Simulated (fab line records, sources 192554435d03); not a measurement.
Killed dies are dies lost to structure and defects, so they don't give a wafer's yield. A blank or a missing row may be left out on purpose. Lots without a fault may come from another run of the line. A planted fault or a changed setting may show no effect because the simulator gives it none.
Chamber matching | flow n5_finfet | N5_BEOL_M9_ETCH_62 on rie_diel-01: 3 sister chambers
The step etches SOC in N2/H2, target depth 110 nm, overetch 22 nm, time 165 s. 18 wafers are shown with their chamber, then 7 later ones without.

WAFERS WITH THEIR CHAMBER
wafer  | chamber | showerhead_plenum_p_Torr (Torr) | throttle_valve_pct (%) | rf_vpp_V (V)
L077.2 | 0       | 2.59                            | 18.03                  | 525
L077.5 | 0       | 2.59                            | 18.03                  | 524
L077.6 | 1       | 2.58                            | 17.74                  | 526
L078.1 | 2       | 2.50                            | 18.42                  | 523
L078.3 | 1       | 2.58                            | 17.75                  | 525
L078.6 | 0       | 2.59                            | 18.05                  | 525
L083.4 | 0       | 2.59                            | 18.05                  | 526
L083.5 | 1       | 2.57                            | 17.76                  | 524
L083.6 | 2       | 2.50                            | 17.95                  | 523
L085.2 | 1       | 2.57                            | 17.76                  | 525
L085.3 | 2       | 2.50                            | 17.97                  | 525
L085.6 | 2       | 2.50                            | 17.97                  | 523
L087.2 | 1       | 2.57                            | 17.78                  | 525
L087.3 | 0       | 2.58                            | 18.09                  | 524
L087.6 | 1       | 2.57                            | 17.76                  | 524
L090.1 | 1       | 2.57                            | 17.76                  | 526
L090.4 | 2       | 2.50                            | 17.99                  | 523
L090.6 | 2       | 2.50                            | 18.00                  | 523

SIGNATURES (means of the wafers above)
reading                  | chamber 0 | chamber 1 | chamber 2 | scatter within a chamber
showerhead_plenum_p_Torr | 2.5880    | 2.5729    | 2.5000    | 0.00385
throttle_valve_pct       | 18.0500   | 17.7586   | 18.0500   | 0.106
rf_vpp_V                 | 524.80    | 525.00    | 523.33    | 0.822
Rule: a wafer's distance from a chamber is the root of the sum, over the readings, of the square of ((its reading less the chamber's mean) divided by the reading's scatter). The wafer belongs to the nearest chamber; if the next one is less than 2 further off, it can't be placed. The scatter: the root of (the sum of the squares of (reading less its chamber's mean) over the shown wafers, divided by (wafers less chambers)).

WAFERS WITHOUT THEIR CHAMBER
wafer  | showerhead_plenum_p_Torr (Torr) | throttle_valve_pct (%) | rf_vpp_V (V)
L093.6 | 2.50                            | 17.99                  | 523
L096.2 | 2.56                            | 17.81                  | 525
L096.3 | 2.49                            | 18.01                  | 523
L096.4 | 2.56                            | 17.80                  | 525
L097.2 | 2.56                            | 17.83                  | 525
L097.3 | 2.57                            | 18.11                  | 524
L097.6 | 2.56                            | 17.81                  | 526

WHICH CHAMBER EACH WENT THROUGH
wafer  | from the rows above     | in truth
L093.6 | 2                       | 2
L096.2 | 1                       | 1
L096.3 | 2                       | 2
L096.4 | 1                       | 1
L097.2 | 1                       | 1
L097.3 | can't be placed: 1 or 0 | 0
L097.6 | 1                       | 1
Placed correctly: 6 of 7. Can't be placed from these rows: 1 (the true chamber is among the candidates in 1). Placed wrongly: 0.
